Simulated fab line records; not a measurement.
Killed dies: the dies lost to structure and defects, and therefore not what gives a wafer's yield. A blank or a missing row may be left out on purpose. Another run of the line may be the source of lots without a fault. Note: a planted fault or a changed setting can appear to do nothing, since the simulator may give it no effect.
Which tool did it? / flow n5_finfet / 15 lots with 45 wafers sampled at 6 steps, on a route of 1938 steps

WHAT THE GAUGES READ, wafer by wafer
N5_BEOL_M13_CD_MEAS_17: the cd target is 190 nm. Usual: cd_nm 189.8 nm, standard deviation 1.9.
lot=L138; measured=day 10 18:24; on=cd_sem-01; cd_nm (nm)=189.8 191.2 192.7; flag=
lot=L139; measured=day 11 12:08; on=cd_sem-03; cd_nm (nm)=191.1 190.6 190.5; flag=
lot=L142; measured=day 11 19:02; on=cd_sem-03; cd_nm (nm)=190.5 189.7 188.8; flag=
lot=L145; measured=day 12 02:34; on=cd_sem-01; cd_nm (nm)=189.6 193.7 193.5; flag=
lot=L143; measured=day 12 06:10; on=cd_sem-02; cd_nm (nm)=190.7 190.5 191.8; flag=
lot=L146; measured=day 12 19:53; on=cd_sem-01; cd_nm (nm)=188.6 189.2 186.0; flag=
lot=L147; measured=day 13 07:25; on=cd_sem-02; cd_nm (nm)=188.4 188.3 189.5; flag=
lot=L149; measured=day 14 05:07; on=cd_sem-02; cd_nm (nm)=189.4 189.2 191.3; flag=
lot=L150; measured=day 14 11:34; on=cd_sem-03; cd_nm (nm)=191.2 189.7 193.7; flag=
lot=L151; measured=day 14 19:35; on=cd_sem-03; cd_nm (nm)=188.1 187.3 192.3; flag=
lot=L153; measured=day 15 05:06; on=cd_sem-03; cd_nm (nm)=190.8 186.3 185.9; flag=
lot=L154; measured=day 15 05:27; on=cd_sem-03; cd_nm (nm)=- - -; flag=OFF
lot=L156; measured=day 15 05:34; on=cd_sem-03; cd_nm (nm)=- - -; flag=OFF
lot=L155; measured=day 15 05:47; on=cd_sem-03; cd_nm (nm)=- - -; flag=OFF
lot=L161; measured=day 16 12:55; on=cd_sem-01; cd_nm (nm)=193.2 190.8 192.1; flag=

TOOL THAT RAN EACH LOT (tool first, then ch and the chambers of the sampled wafers, then the start)
lot=L138; N5_BEOL_M12_SPUTTER_44=pvd_sputter-03, day 10 16:12; N5_BEOL_M12_DEP_53=pecvd-01 ch 0,1,2, day 10 17:12; N5_BEOL_M13_DESCUM_15=rie_diel-05 ch 0,2,3, day 10 17:52; N5_BEOL_M13_VIA_ETCH_16=rie_diel-05 ch 0,2,3, day 10 17:57; N5_BEOL_M13_STRIP_63=plasma_asher-01 ch 0, day 10 18:11
lot=L139; N5_BEOL_M12_SPUTTER_44=pvd_sputter-02, day 11 09:39; N5_BEOL_M12_DEP_53=pecvd-03 ch 0,2, day 11 10:56; N5_BEOL_M13_DESCUM_15=rie_diel-03 ch 1,2, day 11 11:37; N5_BEOL_M13_VIA_ETCH_16=rie_diel-03 ch 1,2, day 11 11:42; N5_BEOL_M13_STRIP_63=plasma_asher-02 ch 0,1, day 11 11:56
lot=L142; N5_BEOL_M12_SPUTTER_44=pvd_sputter-02, day 11 14:20; N5_BEOL_M12_DEP_53=pecvd-01 ch 0,2, day 11 17:43; N5_BEOL_M13_DESCUM_15=rie_diel-01 ch 0,1,2, day 11 18:30; N5_BEOL_M13_VIA_ETCH_16=rie_diel-01 ch 0,1,2, day 11 18:35; N5_BEOL_M13_STRIP_63=plasma_asher-02 ch 0,1, day 11 18:50
lot=L145; N5_BEOL_M12_SPUTTER_44=pvd_sputter-03, day 12 00:03; N5_BEOL_M12_DEP_53=pecvd-01 ch 0,1,2, day 12 01:03; N5_BEOL_M13_DESCUM_15=rie_diel-03 ch 0,2, day 12 02:02; N5_BEOL_M13_VIA_ETCH_16=rie_diel-03 ch 0,2, day 12 02:08; N5_BEOL_M13_STRIP_63=plasma_asher-02 ch 0,1, day 12 02:22
lot=L143; N5_BEOL_M12_SPUTTER_44=pvd_sputter-02, day 12 03:22; N5_BEOL_M12_DEP_53=pecvd-01 ch 0,2, day 12 04:47; N5_BEOL_M13_DESCUM_15=rie_diel-01 ch 0,1,3, day 12 05:38; N5_BEOL_M13_VIA_ETCH_16=rie_diel-01 ch 0,1,3, day 12 05:43; N5_BEOL_M13_STRIP_63=plasma_asher-01 ch 0,1, day 12 05:57
lot=L146; N5_BEOL_M12_SPUTTER_44=pvd_sputter-03, day 12 17:34; N5_BEOL_M12_DEP_53=pecvd-03 ch 0,2, day 12 18:33; N5_BEOL_M13_DESCUM_15=rie_diel-05 ch 1,2,3, day 12 19:21; N5_BEOL_M13_VIA_ETCH_16=rie_diel-05 ch 1,2,3, day 12 19:26; N5_BEOL_M13_STRIP_63=plasma_asher-01 ch 0,1, day 12 19:41
lot=L147; N5_BEOL_M12_SPUTTER_44=pvd_sputter-03, day 13 04:32; N5_BEOL_M12_DEP_53=pecvd-04 ch 0,1,2, day 13 05:38; N5_BEOL_M13_DESCUM_15=rie_diel-03 ch 1,2,3, day 13 06:53; N5_BEOL_M13_VIA_ETCH_16=rie_diel-03 ch 1,2,3, day 13 06:59; N5_BEOL_M13_STRIP_63=plasma_asher-02 ch 0,1, day 13 07:13
lot=L149; N5_BEOL_M12_SPUTTER_44=pvd_sputter-02, day 14 02:23; N5_BEOL_M12_DEP_53=pecvd-04 ch 1,2, day 14 03:28; N5_BEOL_M13_DESCUM_15=rie_diel-01 ch 1,2,3, day 14 04:32; N5_BEOL_M13_VIA_ETCH_16=rie_diel-01 ch 1,2,3, day 14 04:37; N5_BEOL_M13_STRIP_63=plasma_asher-02 ch 1, day 14 04:55
lot=L150; N5_BEOL_M12_SPUTTER_44=pvd_sputter-01, day 14 09:13; N5_BEOL_M12_DEP_53=pecvd-04 ch 0,1, day 14 10:22; N5_BEOL_M13_DESCUM_15=rie_diel-03 ch 0,1,2, day 14 11:02; N5_BEOL_M13_VIA_ETCH_16=rie_diel-03 ch 0,1,2, day 14 11:07; N5_BEOL_M13_STRIP_63=plasma_asher-01 ch 0,1, day 14 11:22
lot=L151; N5_BEOL_M12_SPUTTER_44=pvd_sputter-03, day 14 16:43; N5_BEOL_M12_DEP_53=pecvd-01 ch 0,2, day 14 17:44; N5_BEOL_M13_DESCUM_15=rie_diel-01 ch 0,3, day 14 18:52; N5_BEOL_M13_VIA_ETCH_16=rie_diel-01 ch 0,3, day 14 18:57; N5_BEOL_M13_STRIP_63=plasma_asher-01 ch 0,1, day 14 19:22
lot=L153; N5_BEOL_M12_SPUTTER_44=pvd_sputter-01, day 15 02:42; N5_BEOL_M12_DEP_53=pecvd-01 ch 0,2, day 15 03:46; N5_BEOL_M13_DESCUM_15=rie_diel-01 ch 0,3, day 15 04:34; N5_BEOL_M13_VIA_ETCH_16=rie_diel-01 ch 0,3, day 15 04:40; N5_BEOL_M13_STRIP_63=plasma_asher-02 ch 0,1, day 15 04:53
lot=L154; N5_BEOL_M12_SPUTTER_44=pvd_sputter-03, day 15 02:43; N5_BEOL_M12_DEP_53=pecvd-01 ch 0,2, day 15 03:52; N5_BEOL_M13_DESCUM_15=rie_diel-01 ch 1,2,3, day 15 04:55; N5_BEOL_M13_VIA_ETCH_16=rie_diel-01 ch 1,2,3, day 15 05:00; N5_BEOL_M13_STRIP_63=plasma_asher-02 ch 0,1, day 15 05:16
lot=L156; N5_BEOL_M12_SPUTTER_44=pvd_sputter-02, day 15 02:52; N5_BEOL_M12_DEP_53=pecvd-01 ch 0,2, day 15 03:59; N5_BEOL_M13_DESCUM_15=rie_diel-03 ch 1,2,3, day 15 04:55; N5_BEOL_M13_VIA_ETCH_16=rie_diel-03 ch 1,2,3, day 15 05:01; N5_BEOL_M13_STRIP_63=plasma_asher-02 ch 0,1, day 15 05:22
lot=L155; N5_BEOL_M12_SPUTTER_44=pvd_sputter-03, day 15 03:02; N5_BEOL_M12_DEP_53=pecvd-04 ch 0,1, day 15 04:09; N5_BEOL_M13_DESCUM_15=rie_diel-03 ch 0,1,3, day 15 05:14; N5_BEOL_M13_VIA_ETCH_16=rie_diel-03 ch 0,1,3, day 15 05:20; N5_BEOL_M13_STRIP_63=plasma_asher-02 ch 0,1, day 15 05:34
lot=L161; N5_BEOL_M12_SPUTTER_44=pvd_sputter-03, day 16 10:28; N5_BEOL_M12_DEP_53=pecvd-04 ch 0,1,2, day 16 11:28; N5_BEOL_M13_DESCUM_15=rie_diel-03 ch 0,3, day 16 12:23; N5_BEOL_M13_VIA_ETCH_16=rie_diel-03 ch 0,3, day 16 12:28; N5_BEOL_M13_STRIP_63=plasma_asher-02 ch 0,1, day 16 12:43
- N5_BEOL_M12_SPUTTER_44: material Ta, target thk 10 nm, time 16.13 s.
- N5_BEOL_M12_DEP_53: deposits SiCN from 3MS/NH3, target thk 30 nm, time 10.5 s.
- N5_BEOL_M13_DESCUM_15: chemistry O2, time 7.9 s.
- N5_BEOL_M13_VIA_ETCH_16: etches SiOC in C4F8/O2/Ar, target depth 921.7 nm.
- N5_BEOL_M13_STRIP_63: strips in N2/H2.

AS READ BY THE TOOLS THEMSELVES (means over the sampled wafers that have a number; for cases with no such wafer, the mark the record gives instead)
N5_BEOL_M12_SPUTTER_44. Usual: throttle_valve_pct 29.6 %, standard deviation 1.1.
lot=L138; tool=pvd_sputter-03; throttle_valve_pct (%)=29.4; flag=
lot=L139; tool=pvd_sputter-02; throttle_valve_pct (%)=29.8; flag=
lot=L142; tool=pvd_sputter-02; throttle_valve_pct (%)=30.3; flag=
lot=L145; tool=pvd_sputter-03; throttle_valve_pct (%)=29.8; flag=
lot=L143; tool=pvd_sputter-02; throttle_valve_pct (%)=30.2; flag=
lot=L146; tool=pvd_sputter-03; throttle_valve_pct (%)=28.2; flag=
lot=L147; tool=pvd_sputter-03; throttle_valve_pct (%)=29.6; flag=
lot=L149; tool=pvd_sputter-02; throttle_valve_pct (%)=29.9; flag=
lot=L150; tool=pvd_sputter-01; throttle_valve_pct (%)=30.4; flag=
lot=L151; tool=pvd_sputter-03; throttle_valve_pct (%)=29.0; flag=
lot=L153; tool=pvd_sputter-01; throttle_valve_pct (%)=31.4; flag=
lot=L154; tool=pvd_sputter-03; throttle_valve_pct (%)=29.0; flag=
lot=L156; tool=pvd_sputter-02; throttle_valve_pct (%)=29.6; flag=
lot=L155; tool=pvd_sputter-03; throttle_valve_pct (%)=28.7; flag=
lot=L161; tool=pvd_sputter-03; throttle_valve_pct (%)=29.9; flag=

N5_BEOL_M12_DEP_53. Usual: showerhead_plenum_p_Torr 4.16 Torr, standard deviation 0.036; showerhead_vpp_V 1542 V, standard deviation 70; throttle_valve_pct 17.8 %, standard deviation 1.2.
lot=L138; tool=pecvd-01; showerhead_plenum_p_Torr (Torr)=4.17; showerhead_vpp_V (V)=1557; throttle_valve_pct (%)=17.9; flag=
lot=L139; tool=pecvd-03; showerhead_plenum_p_Torr (Torr)=4.15; showerhead_vpp_V (V)=1518; throttle_valve_pct (%)=18.0; flag=
lot=L142; tool=pecvd-01; showerhead_plenum_p_Torr (Torr)=4.15; showerhead_vpp_V (V)=1532; throttle_valve_pct (%)=16.8; flag=
lot=L145; tool=pecvd-01; showerhead_plenum_p_Torr (Torr)=4.18; showerhead_vpp_V (V)=1550; throttle_valve_pct (%)=17.9; flag=
lot=L143; tool=pecvd-01; showerhead_plenum_p_Torr (Torr)=4.17; showerhead_vpp_V (V)=1504; throttle_valve_pct (%)=17.2; flag=
lot=L146; tool=pecvd-03; showerhead_plenum_p_Torr (Torr)=4.15; showerhead_vpp_V (V)=1522; throttle_valve_pct (%)=18.0; flag=
lot=L147; tool=pecvd-04; showerhead_plenum_p_Torr (Torr)=4.15; showerhead_vpp_V (V)=1520; throttle_valve_pct (%)=17.7; flag=
lot=L149; tool=pecvd-04; showerhead_plenum_p_Torr (Torr)=4.17; showerhead_vpp_V (V)=1499; throttle_valve_pct (%)=18.1; flag=
lot=L150; tool=pecvd-04; showerhead_plenum_p_Torr (Torr)=4.17; showerhead_vpp_V (V)=1576; throttle_valve_pct (%)=17.8; flag=
lot=L151; tool=pecvd-01; showerhead_plenum_p_Torr (Torr)=4.18; showerhead_vpp_V (V)=1503; throttle_valve_pct (%)=17.4; flag=
lot=L153; tool=pecvd-01; showerhead_plenum_p_Torr (Torr)=4.18; showerhead_vpp_V (V)=1495; throttle_valve_pct (%)=17.3; flag=
lot=L154; tool=pecvd-01; showerhead_plenum_p_Torr (Torr)=4.15; showerhead_vpp_V (V)=1533; throttle_valve_pct (%)=16.9; flag=
lot=L156; tool=pecvd-01; showerhead_plenum_p_Torr (Torr)=4.14; showerhead_vpp_V (V)=1521; throttle_valve_pct (%)=16.9; flag=
lot=L155; tool=pecvd-04; showerhead_plenum_p_Torr (Torr)=4.15; showerhead_vpp_V (V)=1598; throttle_valve_pct (%)=17.4; flag=
lot=L161; tool=pecvd-04; showerhead_plenum_p_Torr (Torr)=4.16; showerhead_vpp_V (V)=1549; throttle_valve_pct (%)=17.8; flag=

N5_BEOL_M13_DESCUM_15. Usual: drypump_motor_current_A 5.8 A, standard deviation 0.57; oes_product_au 0.81 a.u., standard deviation 0.086; rf_vpp_V 242.7 V, standard deviation 1.3; showerhead_plenum_p_Torr 2.06 Torr, standard deviation 0.064; throttle_valve_pct 20.30 %, standard deviation 0.28.
lot=L138; tool=rie_diel-05; drypump_motor_current_A (A)=5.9; oes_product_au (a.u.)=0.84; rf_vpp_V (V)=242.3; showerhead_plenum_p_Torr (Torr)=2.08; throttle_valve_pct (%)=20.27; flag=
lot=L139; tool=rie_diel-03; drypump_motor_current_A (A)=5.0; oes_product_au (a.u.)=0.76; rf_vpp_V (V)=242.9; showerhead_plenum_p_Torr (Torr)=2.06; throttle_valve_pct (%)=20.60; flag=
lot=L142; tool=rie_diel-01; drypump_motor_current_A (A)=5.8; oes_product_au (a.u.)=0.85; rf_vpp_V (V)=243.9; showerhead_plenum_p_Torr (Torr)=2.12; throttle_valve_pct (%)=20.37; flag=
lot=L145; tool=rie_diel-03; drypump_motor_current_A (A)=6.1; oes_product_au (a.u.)=0.87; rf_vpp_V (V)=242.8; showerhead_plenum_p_Torr (Torr)=2.05; throttle_valve_pct (%)=20.29; flag=
lot=L143; tool=rie_diel-01; drypump_motor_current_A (A)=6.0; oes_product_au (a.u.)=0.80; rf_vpp_V (V)=244.3; showerhead_plenum_p_Torr (Torr)=2.10; throttle_valve_pct (%)=20.32; flag=
lot=L146; tool=rie_diel-05; drypump_motor_current_A (A)=5.5; oes_product_au (a.u.)=0.85; rf_vpp_V (V)=244.0; showerhead_plenum_p_Torr (Torr)=2.10; throttle_valve_pct (%)=20.11; flag=
lot=L147; tool=rie_diel-03; drypump_motor_current_A (A)=5.4; oes_product_au (a.u.)=0.80; rf_vpp_V (V)=242.6; showerhead_plenum_p_Torr (Torr)=2.04; throttle_valve_pct (%)=20.33; flag=
lot=L149; tool=rie_diel-01; drypump_motor_current_A (A)=5.9; oes_product_au (a.u.)=0.82; rf_vpp_V (V)=243.4; showerhead_plenum_p_Torr (Torr)=2.07; throttle_valve_pct (%)=20.21; flag=
lot=L150; tool=rie_diel-03; drypump_motor_current_A (A)=5.5; oes_product_au (a.u.)=0.82; rf_vpp_V (V)=241.8; showerhead_plenum_p_Torr (Torr)=2.04; throttle_valve_pct (%)=20.42; flag=
lot=L151; tool=rie_diel-01; drypump_motor_current_A (A)=6.2; oes_product_au (a.u.)=0.70; rf_vpp_V (V)=242.5; showerhead_plenum_p_Torr (Torr)=2.01; throttle_valve_pct (%)=20.37; flag=
lot=L153; tool=rie_diel-01; drypump_motor_current_A (A)=6.2; oes_product_au (a.u.)=0.70; rf_vpp_V (V)=242.2; showerhead_plenum_p_Torr (Torr)=2.01; throttle_valve_pct (%)=20.39; flag=
lot=L154; tool=rie_diel-01; drypump_motor_current_A (A)=5.9; oes_product_au (a.u.)=0.81; rf_vpp_V (V)=243.5; showerhead_plenum_p_Torr (Torr)=2.07; throttle_valve_pct (%)=20.21; flag=
lot=L156; tool=rie_diel-03; drypump_motor_current_A (A)=5.4; oes_product_au (a.u.)=0.79; rf_vpp_V (V)=242.8; showerhead_plenum_p_Torr (Torr)=2.03; throttle_valve_pct (%)=20.35; flag=
lot=L155; tool=rie_diel-03; drypump_motor_current_A (A)=5.9; oes_product_au (a.u.)=0.85; rf_vpp_V (V)=242.5; showerhead_plenum_p_Torr (Torr)=2.02; throttle_valve_pct (%)=20.15; flag=
lot=L161; tool=rie_diel-03; drypump_motor_current_A (A)=6.6; oes_product_au (a.u.)=0.86; rf_vpp_V (V)=242.1; showerhead_plenum_p_Torr (Torr)=2.02; throttle_valve_pct (%)=20.06; flag=

N5_BEOL_M13_VIA_ETCH_16. Usual: C4F8_flow_sccm 15.00 sccm, standard deviation 0.048; O2_flow_sccm 7.996 sccm, standard deviation 0.023; drypump_motor_current_A 5.9 A, standard deviation 0.57; he_inner_torr 15.00 Torr, standard deviation 0.033; oes_product_au 0.73 a.u., standard deviation 0.077; rf_vpp_V 664.2 V, standard deviation 2.7; showerhead_plenum_p_Torr 3.38 Torr, standard deviation 0.09; throttle_valve_pct 24.15 %, standard deviation 0.24.
lot=L138; tool=rie_diel-05; C4F8_flow_sccm (sccm)=15.02; O2_flow_sccm (sccm)=7.993; drypump_motor_current_A (A)=5.9; he_inner_torr (Torr)=14.99; oes_product_au (a.u.)=0.76; rf_vpp_V (V)=665.2; showerhead_plenum_p_Torr (Torr)=3.41; throttle_valve_pct (%)=24.06; flag=
lot=L139; tool=rie_diel-03; C4F8_flow_sccm (sccm)=15.03; O2_flow_sccm (sccm)=7.977; drypump_motor_current_A (A)=5.0; he_inner_torr (Torr)=14.96; oes_product_au (a.u.)=0.68; rf_vpp_V (V)=663.5; showerhead_plenum_p_Torr (Torr)=3.37; throttle_valve_pct (%)=24.41; flag=
lot=L142; tool=rie_diel-01; C4F8_flow_sccm (sccm)=15.05; O2_flow_sccm (sccm)=7.983; drypump_motor_current_A (A)=5.8; he_inner_torr (Torr)=15.00; oes_product_au (a.u.)=0.76; rf_vpp_V (V)=666.7; showerhead_plenum_p_Torr (Torr)=3.45; throttle_valve_pct (%)=24.09; flag=
lot=L145; tool=rie_diel-03; C4F8_flow_sccm (sccm)=15.00; O2_flow_sccm (sccm)=8.004; drypump_motor_current_A (A)=6.1; he_inner_torr (Torr)=15.02; oes_product_au (a.u.)=0.78; rf_vpp_V (V)=664.1; showerhead_plenum_p_Torr (Torr)=3.40; throttle_valve_pct (%)=24.33; flag=
lot=L143; tool=rie_diel-01; C4F8_flow_sccm (sccm)=15.01; O2_flow_sccm (sccm)=7.994; drypump_motor_current_A (A)=6.0; he_inner_torr (Torr)=15.00; oes_product_au (a.u.)=0.72; rf_vpp_V (V)=666.3; showerhead_plenum_p_Torr (Torr)=3.44; throttle_valve_pct (%)=24.14; flag=
lot=L146; tool=rie_diel-05; C4F8_flow_sccm (sccm)=14.96; O2_flow_sccm (sccm)=7.990; drypump_motor_current_A (A)=5.6; he_inner_torr (Torr)=15.04; oes_product_au (a.u.)=0.76; rf_vpp_V (V)=666.4; showerhead_plenum_p_Torr (Torr)=3.46; throttle_valve_pct (%)=23.97; flag=
lot=L147; tool=rie_diel-03; C4F8_flow_sccm (sccm)=15.02; O2_flow_sccm (sccm)=7.991; drypump_motor_current_A (A)=5.4; he_inner_torr (Torr)=15.02; oes_product_au (a.u.)=0.72; rf_vpp_V (V)=662.8; showerhead_plenum_p_Torr (Torr)=3.34; throttle_valve_pct (%)=24.15; flag=
lot=L149; tool=rie_diel-01; C4F8_flow_sccm (sccm)=14.96; O2_flow_sccm (sccm)=8.008; drypump_motor_current_A (A)=5.9; he_inner_torr (Torr)=14.98; oes_product_au (a.u.)=0.74; rf_vpp_V (V)=665.2; showerhead_plenum_p_Torr (Torr)=3.41; throttle_valve_pct (%)=24.07; flag=
lot=L150; tool=rie_diel-03; C4F8_flow_sccm (sccm)=14.97; O2_flow_sccm (sccm)=7.995; drypump_motor_current_A (A)=5.5; he_inner_torr (Torr)=15.01; oes_product_au (a.u.)=0.73; rf_vpp_V (V)=664.1; showerhead_plenum_p_Torr (Torr)=3.37; throttle_valve_pct (%)=24.36; flag=
lot=L151; tool=rie_diel-01; C4F8_flow_sccm (sccm)=14.96; O2_flow_sccm (sccm)=8.006; drypump_motor_current_A (A)=6.3; he_inner_torr (Torr)=14.99; oes_product_au (a.u.)=0.65; rf_vpp_V (V)=662.0; showerhead_plenum_p_Torr (Torr)=3.32; throttle_valve_pct (%)=24.26; flag=
lot=L153; tool=rie_diel-01; C4F8_flow_sccm (sccm)=15.01; O2_flow_sccm (sccm)=7.995; drypump_motor_current_A (A)=6.2; he_inner_torr (Torr)=15.02; oes_product_au (a.u.)=0.64; rf_vpp_V (V)=662.5; showerhead_plenum_p_Torr (Torr)=3.32; throttle_valve_pct (%)=24.26; flag=
lot=L154; tool=rie_diel-01; C4F8_flow_sccm (sccm)=-; O2_flow_sccm (sccm)=-; drypump_motor_current_A (A)=-; he_inner_torr (Torr)=-; oes_product_au (a.u.)=-; rf_vpp_V (V)=-; showerhead_plenum_p_Torr (Torr)=-; throttle_valve_pct (%)=-; flag=OFF
lot=L156; tool=rie_diel-03; C4F8_flow_sccm (sccm)=-; O2_flow_sccm (sccm)=-; drypump_motor_current_A (A)=-; he_inner_torr (Torr)=-; oes_product_au (a.u.)=-; rf_vpp_V (V)=-; showerhead_plenum_p_Torr (Torr)=-; throttle_valve_pct (%)=-; flag=OFF
lot=L155; tool=rie_diel-03; C4F8_flow_sccm (sccm)=-; O2_flow_sccm (sccm)=-; drypump_motor_current_A (A)=-; he_inner_torr (Torr)=-; oes_product_au (a.u.)=-; rf_vpp_V (V)=-; showerhead_plenum_p_Torr (Torr)=-; throttle_valve_pct (%)=-; flag=OFF
lot=L161; tool=rie_diel-03; C4F8_flow_sccm (sccm)=15.00; O2_flow_sccm (sccm)=7.998; drypump_motor_current_A (A)=6.5; he_inner_torr (Torr)=15.00; oes_product_au (a.u.)=0.77; rf_vpp_V (V)=662.4; showerhead_plenum_p_Torr (Torr)=3.36; throttle_valve_pct (%)=24.11; flag=

N5_BEOL_M13_STRIP_63. Usual: drypump_motor_current_A 5.8 A, standard deviation 0.45; heater_power_w 332 W, standard deviation 8.1; oes_product_au 0.674 a.u., standard deviation 0.0049; strip_time_to_endpoint_s 27.5 s, standard deviation 1.3.
lot=L138; tool=plasma_asher-01; drypump_motor_current_A (A)=5.4; heater_power_w (W)=318; oes_product_au (a.u.)=0.677; strip_time_to_endpoint_s (s)=27.8; flag=
lot=L139; tool=plasma_asher-02; drypump_motor_current_A (A)=5.9; heater_power_w (W)=331; oes_product_au (a.u.)=0.677; strip_time_to_endpoint_s (s)=27.3; flag=
lot=L142; tool=plasma_asher-02; drypump_motor_current_A (A)=5.9; heater_power_w (W)=329; oes_product_au (a.u.)=0.672; strip_time_to_endpoint_s (s)=28.1; flag=
lot=L145; tool=plasma_asher-02; drypump_motor_current_A (A)=5.9; heater_power_w (W)=332; oes_product_au (a.u.)=0.669; strip_time_to_endpoint_s (s)=26.7; flag=
lot=L143; tool=plasma_asher-01; drypump_motor_current_A (A)=5.3; heater_power_w (W)=343; oes_product_au (a.u.)=0.678; strip_time_to_endpoint_s (s)=28.9; flag=
lot=L146; tool=plasma_asher-01; drypump_motor_current_A (A)=5.3; heater_power_w (W)=330; oes_product_au (a.u.)=0.673; strip_time_to_endpoint_s (s)=27.1; flag=
lot=L147; tool=plasma_asher-02; drypump_motor_current_A (A)=5.9; heater_power_w (W)=327; oes_product_au (a.u.)=0.673; strip_time_to_endpoint_s (s)=26.4; flag=
lot=L149; tool=plasma_asher-02; drypump_motor_current_A (A)=5.7; heater_power_w (W)=331; oes_product_au (a.u.)=0.675; strip_time_to_endpoint_s (s)=27.2; flag=
lot=L150; tool=plasma_asher-01; drypump_motor_current_A (A)=5.3; heater_power_w (W)=335; oes_product_au (a.u.)=0.671; strip_time_to_endpoint_s (s)=27.0; flag=
lot=L151; tool=plasma_asher-01; drypump_motor_current_A (A)=5.3; heater_power_w (W)=334; oes_product_au (a.u.)=0.675; strip_time_to_endpoint_s (s)=28.2; flag=
lot=L153; tool=plasma_asher-02; drypump_motor_current_A (A)=6.2; heater_power_w (W)=330; oes_product_au (a.u.)=0.676; strip_time_to_endpoint_s (s)=29.5; flag=
lot=L154; tool=plasma_asher-02; drypump_motor_current_A (A)=5.9; heater_power_w (W)=328; oes_product_au (a.u.)=0.857; strip_time_to_endpoint_s (s)=92.5; flag=OFF
lot=L156; tool=plasma_asher-02; drypump_motor_current_A (A)=6.2; heater_power_w (W)=333; oes_product_au (a.u.)=0.860; strip_time_to_endpoint_s (s)=92.3; flag=OFF
lot=L155; tool=plasma_asher-02; drypump_motor_current_A (A)=5.9; heater_power_w (W)=336; oes_product_au (a.u.)=0.859; strip_time_to_endpoint_s (s)=92.1; flag=OFF
lot=L161; tool=plasma_asher-02; drypump_motor_current_A (A)=5.9; heater_power_w (W)=329; oes_product_au (a.u.)=0.675; strip_time_to_endpoint_s (s)=26.9; flag=

THE ANSWER, worked out from the rows above alone
Rule: a lot is off if the mean of its wafers that have a number lies more than 3 standard deviations from the usual mean. A lot without any number at a reading at which 4 lots or more have one is off too. Any other lot the step has rows for is counted as sound. After the gauges, taken in route order, come the tools' own readings; for these a lot's mean is taken, as printed above. The first step at which some lot is off is used, and at that step the reading that is off furthest; a lot without a number counts as furthest.
Off: L154, L156, L155, at N5_BEOL_M13_CD_MEAS_17 (cd_nm). Without a number there: L154, L156, L155.
A tool fits if, at a process step before that reading, it ran every lot that is off, and no sound lot after the first of them. The gauges at N5_BEOL_M13_CD_MEAS_17 aren't tried: what is off there is off at N5_BEOL_M13_VIA_ETCH_16 too, on other tools, and a gauge's error can't cause that. None of those tried fits.

WHAT WAS PUT IN BY THE SIMULATOR
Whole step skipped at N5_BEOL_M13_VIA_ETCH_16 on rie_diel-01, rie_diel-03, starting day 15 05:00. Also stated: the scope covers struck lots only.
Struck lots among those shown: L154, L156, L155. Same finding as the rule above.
